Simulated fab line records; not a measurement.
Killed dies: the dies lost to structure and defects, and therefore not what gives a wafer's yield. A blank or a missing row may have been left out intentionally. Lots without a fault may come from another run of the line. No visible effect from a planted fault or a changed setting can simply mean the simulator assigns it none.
fab line records | flow n5Finfet
[record] lots = 10 wafers = 28 lastDay = 17
route steps=1938 shown BEOL_M4@1111 BEOL_M11@1575 MIM_BOT_LITHO@1864 TV_LITHO@1884 PASSIVATION@1908
lots untouched by any fault: they come from a run of this same line in which no faults occurred
startH: hours from the record's first day to the start of the lot's first wafer shown | waitH: hours from the lot's prior step to this one | " repeats the value in the row above | L1.1+2: one row covering several wafers at once | - value missing, or start not given | * or withheld: withheld | < > ~ a bound
route shown NAME@n: a module of which the file shows steps, and the number in the route of the first | usual: mean/standard deviation of fault-free wafers | same: alike in all rows | chamber/n: place in a boat | sites: the reading at each site | _std_site: the values' standard deviation | _edge_site: the outer-site mean with the inner-site mean subtracted | radiusMm: how far each site lies from the wafer's centre | mask NAME#n: copy n | behind: the most recent tool/chamber to have shaped the wafer | hold: what put the lot on hold/how long, in hours/how the hold closed | device: names the non-switching transistor (n, p or np) | end of line: at the end of the route, the tests of the same wafers | for a step that has no rows: nothing shown but its recipe | killed: the dies lost at the first sort to structure and to defects; this is not the yield of the wafer | map: dies across one wafer; x = killed, . = not, _ = none there
set.NAME: the setting that was run; set.NAME@STEP: the one run at that earlier step | model.NAME: the simulator's own value behind a step, which no gauge read
a sample of lots followed through the steps of the route, with each step as a table and each wafer as a row
services: from which hour (startH, from the record's first day; less than 0 if before it) a tool's chamber was out of use, for how many hours, and why
[[steps]]
[step N5_BEOL_M4_RC_MEAS_101]
[usual] DIBL_N = 35.9/1.6 DIBL_P = 35.6/2.1 IOFF_N = 0.149/0.029 IOFF_P = 0.20/0.033 ION_N = 671/11 ION_P = 460/7.3 SS_N = 71.4/0.62 SS_P = 73.2/0.65 VT_N = 251/3.1 VT_P = -251/3.4
// columns lot.wafer tool chamber startH waitH DIBL_N[mV/V] DIBL_P[mV/V] IOFF_N[nA/um] IOFF_P[nA/um] ION_N[uA/um] ION_P[uA/um] SS_N[mV/dec] SS_P[mV/dec] VT_N[mV] VT_P[mV]
L835.3 prober-02 0 165.61 0.3 35.4 33.8 0.133 0.15 662 445 70.8 72.5 251 -258
L835.5 " 0 " " 34.5 34.4 0.124 0.15 656 451 70.5 72.7 254 -256
L835.6 " 0 " " 34.0 34.4 0.116 0.16 655 453 69.8 72.6 254 -257
L836.3 prober-01 0 166.34 0.3 36.1 35.7 0.154 0.20 668 459 71.1 73.1 253 -249
L836.4 " 0 " " 36.0 36.3 0.150 0.22 666 460 71.1 73.1 252 -248
L836.6 " 0 " " 34.9 33.9 0.130 0.18 672 459 70.7 73.0 253 -252
L837.3 prober-01 0 180.00 0.3 34.8 36.8 0.153 0.19 687 462 71.7 73.5 252 -255
L837.4 " 0 " " 35.9 38.6 0.169 0.20 676 455 72.1 73.4 252 -253
L837.6 " 0 " " 33.8 35.6 0.124 0.17 654 454 71.4 72.9 260 -256
L843.1 prober-01 0 209.04 0.0 36.0 38.9 0.162 0.24 676 477 70.3 73.6 250 -247
L843.2 " 0 " " 36.4 37.9 0.158 0.22 681 468 71.3 73.6 248 -248
L843.3 " 0 " " 36.3 38.7 0.175 0.24 704 480 71.8 73.8 248 -245
L845.3 prober-01 0 230.72 0.3 36.8 37.4 0.169 0.20 676 460 71.2 72.9 247 -252
L845.4 " 0 " " 38.7 39.8 0.216 0.25 690 467 72.4 74.5 246 -249
L845.6 " 0 " " 37.9 38.5 0.199 0.23 692 472 71.8 74.5 245 -250
L846.2 prober-01 0 236.49 0.2 37.3 35.7 0.166 0.25 657 460 72.1 73.9 250 -248
L846.4 " 0 " " 34.3 32.8 0.124 0.20 670 469 70.5 72.4 252 -249
L846.5 " 0 " " 36.1 35.5 0.151 0.24 660 459 71.3 73.4 250 -249
L852.1 prober-02 0 273.80 0.0 37.3 38.0 0.163 0.23 665 458 72.7 73.9 250 -251
L852.4 " 0 " " 35.9 34.9 0.128 0.17 664 455 71.9 73.5 255 -254
L853.1 prober-02 0 277.04 0.0 35.2 34.7 0.118 0.16 661 454 71.2 73.4 254 -257
L853.4 " 0 " " 35.1 34.6 0.127 0.16 680 464 70.7 73.3 251 -255
L857.2 prober-02 0 300.61 0.2 36.8 35.2 0.157 0.21 681 468 70.7 73.0 253 -250
L857.4 " 0 " " 38.7 38.1 0.199 0.26 683 467 71.9 73.8 245 -244
L857.5 " 0 " " 39.1 38.4 0.213 0.27 697 475 72.5 74.2 244 -248
L858.1 prober-02 0 303.75 0.0 34.6 34.7 0.133 0.19 665 458 71.8 72.8 251 -251
L858.3 " 0 " " 34.9 33.6 0.135 0.16 679 461 71.3 72.4 252 -253
L858.5 " 0 " " 35.7 34.8 0.154 0.19 681 459 71.5 73.6 250 -249
[step N5_BEOL_M11_VIA_ETCH_34]
[recipe] chemistry = C4F6/O2 target = SiCOH_lowk targetDepthA = 1845 maskMaterial = SOC taperDeg = 4 timeS = 69.2 ionEnergyEv = 250 pressureMtorr = 30 sourceW = 345 biasW = 185 Ar_flow_sccm = 300 C4F6_flow_sccm = 10 O2_flow_sccm = 10
[usual] O2_flow_sccm = 10.00/0.03 drypumpMotorCurrentA = 5.7/0.32 oesProductAu = 0.75/0.095 rfVppV = 662/10 showerheadPlenumPTorr = 2.84/0.081 throttleValvePct = 21.06/0.25
// columns lot.wafer tool chamber startH waitH O2_flow_sccm drypumpMotorCurrentA oesProductAu rfHoursCounterH rfVppV showerheadPlenumPTorr throttleValvePct
L836.3 rieDiel-03 3 219.77 0.0 10.01 5.2 0.74 192 664 2.96 21.22
L836.4 " 2 " " 10.01 5.5 0.73 179 645 2.74 21.27
L836.6 " 1 " " 10.00 5.7 0.73 - 665 2.85 21.18
L835.3 rieDiel-01 0 220.03 0.0 9.98 5.3 0.97 4 644 2.89 20.84
L835.5 " 0 " " 10.08 5.3 0.97 - 646 2.89 20.83
L835.6 " 3 " " 10.08 5.9 0.70 - 662 2.72 20.85
L837.3 rieDiel-03 3 235.74 0.0 9.99 5.2 0.73 199 664 2.96 21.20
L837.4 " 2 " " 9.97 5.5 0.72 185 644 2.74 21.29
L837.6 " 1 " " 9.95 5.7 0.73 - 664 2.85 21.19
L843.1 rieDiel-01 0 260.08 0.0 10.02 5.3 0.94 18 643 2.88 20.86
L843.2 " 3 " " 9.98 5.8 0.71 203 663 2.71 20.88
L843.3 " 2 " " 10.03 6.3 0.71 191 648 2.82 21.03
L845.3 rieDiel-01 2 284.83 0.0 10.01 6.3 0.70 199 647 2.82 21.05
L845.4 " 3 " " 10.04 5.8 0.69 211 662 2.71 20.90
L845.6 " 3 " " 9.99 5.8 0.70 - 662 2.71 20.89
L846.2 rieDiel-03 3 291.51 0.0 10.01 5.2 0.71 214 665 2.95 21.25
L846.4 " 0 " " 10.04 5.7 0.70 181 668 2.95 21.21
L846.5 " 2 " " 10.03 5.5 0.71 - 646 2.73 21.29
L852.1 rieDiel-03 2 330.18 0.0 10.03 5.5 0.70 212 645 2.73 21.32
L852.4 " 1 " " 10.01 5.7 0.60 - 665 2.83 21.18
L853.1 rieDiel-03 1 333.15 0.0 9.99 5.7 0.71 231 665 2.83 21.22
L853.4 " 1 " " 9.99 5.7 0.60 - 664 2.83 21.21
L857.2 rieDiel-04 3 354.45 0.0 10.00 6.0 0.96 17 669 2.80 21.09
L857.4 " 2 " " 9.95 5.7 0.68 - 661 2.91 20.60
L857.5 " 1 " " 9.98 6.1 0.87 - 676 2.80 20.91
L858.1 rieDiel-04 3 362.93 0.0 9.97 6.0 0.94 19 669 2.80 21.10
L858.3 " 2 " " 9.98 5.7 0.68 239 661 2.91 20.61
L858.5 " 2 " " 9.98 5.7 0.67 - 661 2.91 20.61
[step N5_MIM_BOT_LITHO_INSPECT_12]
[recipe] mode = adi inspectInstrument = macro
[usual] rawDefectCount = 2.1/1.5
// columns lot.wafer tool chamber startH waitH rawDefectCount
L836.3 defectInspect-01 - 247.93 0.0 0
L836.4 " - " " 1
L836.6 " - " " 4
L835.3 defectInspect-01 - 248.24 0.0 1
L835.5 " - " " 1
L835.6 " - " " 1
L837.3 defectInspect-02 - 265.51 0.0 1
L837.4 " - " " 2
L837.6 " - " " 4
L843.1 defectInspect-01 - 296.03 0.0 3
L843.2 " - " " 0
L843.3 " - " " 1
L845.3 defectInspect-01 - 313.80 0.0 5
L845.4 " - " " 2
L845.6 " - " " 1
L846.2 defectInspect-01 - 323.70 0.0 0
L846.4 " - " " 1
L846.5 " - " " 1
L853.1 defectInspect-01 - 366.45 0.0 2
L852.1 defectInspect-02 - 371.70 0.0 4
L857.2 defectInspect-02 - 386.42 0.0 2
L857.4 " - " " 2
L857.5 " - " " 0
L858.1 defectInspect-01 - 395.52 0.0 2
L858.3 " - " " 0
L858.5 " - " " 3
[step N5_PASSIVATION_OVL_MEAS_60]
[recipe] pointsPerWafer = 44
[usual] TV_OVL = -2/5.5
// columns lot.wafer tool chamber startH waitH TV_OVL[nm]
L836.3 overlay-01 0 249.38 0.0 -7
L836.4 " 0 " " 0
L836.6 " 0 " " -4
L835.3 overlay-02 0 250.04 0.0 -7
L835.5 " 0 " " 3
L835.6 " 0 " " 2
L837.3 overlay-01 0 268.69 0.0 -11
L837.4 " 0 " " 1
L837.6 " 0 " " -6
L843.1 overlay-01 0 299.48 0.0 0
L843.2 " 0 " " 3
L843.3 " 0 " " 0
L845.3 overlay-01 0 315.25 0.0 -4
L845.4 " 0 " " 5
L845.6 " 0 " " 0
L846.2 overlay-02 0 325.84 0.0 9
L846.4 " 0 " " 6
L846.5 " 0 " " 10
L853.1 overlay-01 0 368.53 0.0 -11
L852.1 overlay-01 0 373.23 0.0 3
L857.2 overlay-01 0 387.98 0.0 0
L857.4 " 0 " " -1
L857.5 " 0 " " 5
L858.1 overlay-01 0 400.41 0.0 2
L858.3 " 0 " " -7
L858.5 " 0 " " -3
[step N5_PASSIVATION_DESCUM_32]
[recipe] chemistry = O2 timeS = 7.9 sourcePowerW = 50 biasPowerW = 20 pressureMtorr = 20 rfFrequencyHz = 2.712e+07 tempC = 40 o2FlowSccm = 225
[usual] drypumpMotorCurrentA = 5.8/0.45 oesProductAu = 0.78/0.1 rfVppV = 243.3/1.1 showerheadPlenumPTorr = 2.10/0.043 throttleValvePct = 20.5/0.34
// columns lot.wafer tool chamber startH waitH drypumpMotorCurrentA oesProductAu rfHoursCounterH rfVppV showerheadPlenumPTorr throttleValvePct
L836.3 rieDiel-06 0 251.54 0.1 6.4 0.68 230 241.3 2.07 20.9
L836.4 " 1 " " 5.7 0.68 231 244.6 2.16 20.7
L836.6 " 1 " " 5.7 0.67 - 244.5 2.16 20.7
L835.3 rieDiel-05 0 251.67 0.0 5.5 0.76 146 242.1 2.10 20.7
L835.5 " 1 " " 6.2 0.80 - 242.4 2.11 20.7
L835.6 " 2 " " 4.9 0.71 - 242.6 2.16 20.2
L837.3 rieDiel-06 3 270.64 0.0 5.7 0.79 119 244.3 2.11 20.7
L837.4 " 1 " " 5.7 0.67 237 243.5 2.16 20.7
L837.6 " 0 " " 6.4 0.67 - 243.3 2.07 20.9
L843.1 rieDiel-02 2 301.43 0.0 5.1 0.69 227 244.3 2.08 21.0
L843.2 " 1 " " 6.3 0.95 12 244.1 2.04 19.8
L843.3 " 3 " " 5.9 0.72 164 243.0 2.09 20.8
L845.3 rieDiel-06 2 323.34 0.0 5.5 0.73 174 242.6 2.07 20.3
L845.4 " 3 " " 5.7 0.77 - 243.3 2.10 20.7
L845.6 " 0 " " 6.4 0.67 - 241.7 2.06 21.0
L846.2 rieDiel-02 3 327.52 0.0 5.9 0.71 174 243.4 2.09 20.8
L846.4 " 2 " " 5.1 0.68 237 242.3 2.08 21.0
L846.5 " 1 " " 6.3 0.91 - 242.5 2.04 19.8
L853.1 rieDiel-06 1 370.69 0.0 5.7 0.92 16 243.8 2.15 20.3
L852.1 rieDiel-06 3 377.18 0.0 5.7 0.77 161 243.7 2.10 20.7
L857.2 rieDiel-02 0 389.95 0.0 6.6 0.78 132 244.9 2.17 20.5
L857.4 " 1 " " 6.3 0.87 46 243.7 2.03 19.8
L857.5 " 2 " " 5.1 1.02 - 243.6 2.07 20.6
L858.1 rieDiel-02 3 402.36 0.2 5.9 0.69 204 243.4 2.08 20.9
L858.3 " 2 " " 5.1 0.99 4 242.6 2.07 20.6
L858.5 " 0 " " 6.5 0.78 - 245.5 2.17 20.5
[step N5_PASSIVATION_PROBE_49]
[usual] defectLimitedYield = 90.9/1.5 killed_at_M0_to_M3 = 36/9.9 killed_at_M4_up = 13/4.5 killedAtContacts = 13/6.4 killedAtFrontEnd = 42/12 killedAtOther = 3.4/3 killedDies = 107/18 killedOnRim = 14/4.3 killedOpen = 69/13 killedShort = 35/8.2 sort_bin_5_function = 5.3/1.1 sort_bin_6_memory = 3.4/0.69 sortNPass = 1073/18 sortYieldPct = 90.9/1.5
[same] grossDies = 1180 killedAtBackSide = 0 sort_bin_4_leakage[%] = 0 sort_bin_8_speed[%] = 0
// columns lot.wafer tool chamber startH waitH defectLimitedYield[%] killed_at_M0_to_M3 killed_at_M4_up killedAtContacts killedAtFrontEnd killedAtOther killedDies killedOnRim killedOpen killedShort sort_bin_5_function[%] sort_bin_6_memory[%] sortNPass sortYieldPct[%]
L853.1 prober-01 - 376.51 1.1 92.1 45 13 9 25 1 93 12 70 23 4.5 3.2 1087 92.1
L853.4 prober-01 - 376.66 1.2 1.8 36 1062 6 53 2 1159 146 67 37 95.1 3.1 21 1.8
L852.1 prober-01 - 382.15 0.0 92.2 15 11 18 46 2 92 11 62 30 4.3 3.3 1088 92.2
L852.4 prober-01 - 382.30 0.2 2.7 19 1090 10 26 3 1148 141 50 23 94.4 2.6 32 2.7
// killed by level:class
L853.1 BEOL_M0_SAQP:geometricParticle:open=11 BEOL_M1:geometricParticle:open=9 MOL_CONTACT_COAG:geometricParticle:open=8 BEOL_M3:geometricParticle:open=7 BEOL_M4:geometricParticle:open=7 GATE_CUT:geometricParticle:open=6 BEOL_M2:geometricParticle:open=6 GATE_CUT:geometricParticle:short=5
L853.4 BEOL_M11:areaEtch=1051 STI_FIN_REVEAL:geometricParticle:open=12 FIN_SAQP:geometricParticle:open=9 BEOL_M2:geometricParticle:open=9 BEOL_M1:geometricParticle:open=7 FIN_SAQP:geometricParticle:short=6 STI_FIN_REVEAL:geometricParticle:short=5 MOL_CONTACT_COAG:geometricParticle:open=5
L852.1 FIN_SAQP:geometricParticle:open=15 MOL_CONTACT_COAG:geometricParticle:open=13 FIN_SAQP:geometricParticle:short=10 BEOL_M4:geometricParticle:open=8 STI_FIN_REVEAL:geometricParticle:open=6 MOL_CONTACT_COAG:geometricParticle:short=5 GATE_CUT:geometricParticle:open=4 BEOL_M0_SAQP:geometricParticle:open=4
L852.4 BEOL_M11:areaEtch=1071 MOL_CONTACT_COAG:geometricParticle:open=10 BEOL_M4:geometricParticle:open=8 BEOL_M0_SAQP:geometricParticle:short=6 BEOL_M1:geometricParticle:open=5 STARTING-WAFER:geometricParticle:open=5 FIN_SAQP:geometricParticle:short=4 FIN_SAQP:geometricParticle:open=4
[[services]]
// columns tool chamber startH hours kind
rieDiel-01 1 203.57 15.6 repair
rieDiel-06 3 211.16 15.1 repair
rieDiel-02 2 226.34 13.2 repair
rieDiel-06 1 233.21 4.6 repair
rieDiel-04 0 241.77 2.9 repair
rieDiel-06 - 242.52 0.3 repair
rieDiel-03 3 243.02 4.6 repair
rieDiel-02 1 251.75 - clean
rieDiel-02 1 251.75 - consumableReplace:focusRing
rieDiel-02 1 251.75 19.5 scheduledDown
rieDiel-04 3 266.66 7.7 repair
rieDiel-06 0 289.58 6.3 repair
rieDiel-05 3 300.97 6.5 repair
rieDiel-03 2 305.25 9.0 repair
rieDiel-01 3 312.30 7.9 repair
rieDiel-02 0 313.14 13.1 repair
rieDiel-01 0 314.42 5.3 repair
rieDiel-01 0 332.02 2.5 repair
rieDiel-04 0 340.23 7.5 repair
rieDiel-04 2 341.48 8.4 repair
rieDiel-03 - 354.71 1.2 repair
rieDiel-03 1 393.29 - clean
rieDiel-03 1 393.29 - consumableReplace:focusRing
rieDiel-05 1 399.02 4.6 repair
[[key]]
[firstSign] step = N5_PASSIVATION_PROBE_49 reading = killed_at_M4_up direction = up sigmas = 99+ usual = 13 struck = 1076
[effect] step = N5_PASSIVATION_PROBE_49 reading = sort_bin_5_function direction = up sigmas = 84 usual = 5.3 struck = 94.7
[moreKillsBornAt] N5_BEOL_M11_VIA_ETCH_34@rieDiel-03 = 2122
metAt N5_BEOL_M11_VIA_ETCH_34
struckLots L852,L853
struckWafers L852.4,L853.4
laterRowsLeftOut L852.4,L853.4
notActingAt N5_MIM_BOT_LITHO_INSPECT_12,N5_PASSIVATION_OVL_MEAS_60,N5_PASSIVATION_DESCUM_32
onsetBetween 291.51 330.18
[fault] kind = processParameterDrift tool = rieDiel-03 chamber = - onsetH = 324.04 steps = N5_BEOL_M11_VIA_ETCH_34 channel = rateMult offset = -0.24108 shape = step endH = 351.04 scope = struckWafersOnly
// laterRowsLeftOut: the simulator's readings of these wafers behind a module that went badly wrong aren't trusted and aren't shown, but for the sort
